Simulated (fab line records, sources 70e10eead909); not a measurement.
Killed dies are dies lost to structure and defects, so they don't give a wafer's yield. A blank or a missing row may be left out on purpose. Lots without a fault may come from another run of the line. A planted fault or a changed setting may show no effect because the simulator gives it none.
Which tool did it? | flow nand_harc | 6 lots, 18 wafers sampled, at 2 steps of a route of 1302

WHAT THE GAUGES READ, wafer by wafer
NHARC_P_CONTACT_CD_MEAS_12: target cd 90 nm.
lot  | measured     | on        | cd_nm (nm)
L973 | day 6 16:05  | cd_sem-01 | 90.1 90.4 90.6
L977 | day 8 09:41  | cd_sem-03 | 91.3 90.7 90.8
L979 | day 9 02:06  | cd_sem-02 | 90.5 90.3 90.1
L983 | day 10 15:59 | cd_sem-02 | 89.1 88.9 89.2
L988 | day 12 21:55 | cd_sem-03 | 89.8 89.4 89.3
L993 | day 15 01:37 | cd_sem-03 | 90.1 89.6 90.6

WHICH TOOL RAN EACH LOT (tool, then ch and the chambers of the sampled wafers, then the start)
lot  | NHARC_P_CONTACT_PEB_10
L973 | litho_track-06 ch 0, day 6 16:01
L977 | litho_track-01 ch 0, day 8 09:37
L979 | litho_track-06 ch 0, day 9 02:01
L983 | litho_track-06 ch 0, day 10 15:55
L988 | litho_track-01 ch 0, day 12 21:50
L993 | litho_track-04 ch 0, day 15 01:32
- NHARC_P_CONTACT_PEB_10: peb time 65 s.

THE ANSWER, worked out from the rows above alone
Rule: what is usual is taken from the lots themselves. Put in order of their means at a reading, lots are off if they are a third of the lots or fewer, leave a main group of 4 or more, and stand apart from it by a gap of 3 or more times the standard deviation of the main group's means; of several such gaps the widest counts. A main group whose means are all the same, to the digits that the tables above print for the reading, isn't used. A lot without any number at a reading at which 4 lots or more have one is off too. The other lots that the step has rows for count as sound.
No lot is off at any reading shown: from this, nothing can be told.

WHAT THE SIMULATOR HAD PUT IN
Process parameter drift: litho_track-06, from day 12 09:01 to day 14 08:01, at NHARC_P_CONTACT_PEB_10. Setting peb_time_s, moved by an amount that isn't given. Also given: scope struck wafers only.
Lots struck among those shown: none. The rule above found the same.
